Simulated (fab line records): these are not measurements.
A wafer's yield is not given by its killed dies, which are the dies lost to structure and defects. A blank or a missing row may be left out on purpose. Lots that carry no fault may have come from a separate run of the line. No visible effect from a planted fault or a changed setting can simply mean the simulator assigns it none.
A lot that was struck, set against a sound lot :: flow nand_harc :: 32 steps out of a route of 1302
Sound: wafers L872.1, L872.4, L872.5. Wafers struck: L881.1, L881.3, L881.4. The cause is named last.
Per side, at each step with rows, come the tool, then ch with its chambers, and then its first start. Under that, the readings that differ: sound wafers :: struck wafers :: difference of the means :: sigmas: that difference in standard deviations of wafers without a fault.
alike: same words and numbers on both sides, and readings whose means sit less than 2 such deviations apart. not compared: any withheld reading, any reading some wafer has no value for, any bound like >300 that may hide the same value, and any number with overlapping values for which the record gives no deviation.
A row with sigmas, a row that says differs or no value, or rows on one side alone: a step with any of these is where the two part. When numbers do not overlap yet have no deviation, they are printed without sigmas and do not part them. Lack of a reading on every wafer of one side parts them only where that side has two or more wafers.

first, 5 steps without rows for these wafers: NHARC_A_ONON_D1_DEP_19 (target thk 1000 nm); NHARC_A_ONON_D1_DEP_22 (target thk 1000 nm); NHARC_A_ONON_D1_DEP_25 (target thk 1000 nm); NHARC_A_ONON_D1_DEP_28 (target thk 1000 nm); NHARC_A_ONON_D1_DEP_33 (deposits SiO2, target thk 200 nm).
NHARC_A_CHANNEL_HOLE_D1_DEP_00: deposits aC, target thk 3100 nm.
  sound on acl_dep-03 ch 0, day 11 17:26; struck on acl_dep-02 ch 0, day 15 13:10
  alike: throttle_valve_pct
then, 25 steps without rows for these wafers: NHARC_A_CHANNEL_HOLE_D1_DEP_01 (deposits SiON, target thk 140 nm); NHARC_A_CHANNEL_HOLE_D1_DEHYDRATE_02 (time 120 s); NHARC_A_CHANNEL_HOLE_D1_HMDS_03 (time 30 s); NHARC_A_CHANNEL_HOLE_D1_COAT_36 (time 75 s); NHARC_A_CHANNEL_HOLE_D1_COAT_37 (time 65 s); NHARC_A_CHANNEL_HOLE_D1_COAT_04 (resist thk 90 nm); NHARC_A_CHANNEL_HOLE_D1_SOFTBAKE_05 (time 55 s); NHARC_A_CHANNEL_HOLE_D1_EBR_06; NHARC_A_CHANNEL_HOLE_D1_EXPOSE_07 (exposes mask HOLE D1, target cd 100 nm); NHARC_A_CHANNEL_HOLE_D1_PEB_08 (peb time 65 s); NHARC_A_CHANNEL_HOLE_D1_DEVELOP_09 (develop time 35 s); NHARC_A_CHANNEL_HOLE_D1_DESCUM_15 (chemistry O2, time 3 s); NHARC_A_CHANNEL_HOLE_D1_ETCH_38 (etches the open film in CF4, target depth 39 nm, time 65 s); NHARC_A_CHANNEL_HOLE_D1_ETCH_39 (etches the open film in N2/H2, target depth 260 nm, time 325 s); NHARC_A_CHANNEL_HOLE_D1_ETCH_34 (etches the open film in CF4/CHF3, target depth 154 nm, time 77 s); NHARC_A_CHANNEL_HOLE_D1_ETCH_16 (etches the open film in O2/COS, target depth 3100 nm, time 806 s); NHARC_A_CHANNEL_HOLE_D1_ETCH_19 (etches the open film in C4F8/O2/Ar, time 34.5 s); NHARC_A_CHANNEL_HOLE_D1_ETCH_20 (etches the open film in C4F8/O2/Ar, time 361.9 s, target depth 1600 nm); NHARC_A_CHANNEL_HOLE_D1_ETCH_21 (etches the open film in C4F8/O2/Ar, time 514.3 s, target depth 1600 nm); NHARC_A_CHANNEL_HOLE_D1_ETCH_22 (etches the open film in C4F8/O2/Ar, time 666.7 s, target depth 1600 nm); NHARC_A_CHANNEL_HOLE_D1_ETCH_23 (etches the open film in C4F8/O2/Ar, time 819 s, target depth 1600 nm); NHARC_A_CHANNEL_HOLE_D1_ETCH_24 (etches the open film in C4F8/O2/Ar, time 906.2 s, target depth 1500 nm); NHARC_A_CHANNEL_HOLE_D1_ETCH_25 (etches the open film in C4F8/O2/Ar, time 1040.2 s, target depth 1500 nm); NHARC_A_CHANNEL_HOLE_D1_ETCH_26 (etches the open film in C4F8/O2/Ar, time 224.1 s, target depth 300 nm); NHARC_A_CHANNEL_HOLE_D1_ETCH_33 (etches the open film in C4F8/O2/Ar, time 90 s, target depth 400 nm).
-- break in the record here, with 16 days between the starts of the struck wafers on either side (left off in module A_CHANNEL_HOLE_D1, picked up again in module END, where the first step shown is number 1302 on the route) --
NHARC_END_SORT_01:
  the record has rows for the struck wafers here (prober-01 ch 0, day 31 17:16) and none for the sound ones

WHERE THEY PART
At NHARC_END_SORT_01 and nowhere else, as far as this record goes.

WHY: whatever the simulator had introduced
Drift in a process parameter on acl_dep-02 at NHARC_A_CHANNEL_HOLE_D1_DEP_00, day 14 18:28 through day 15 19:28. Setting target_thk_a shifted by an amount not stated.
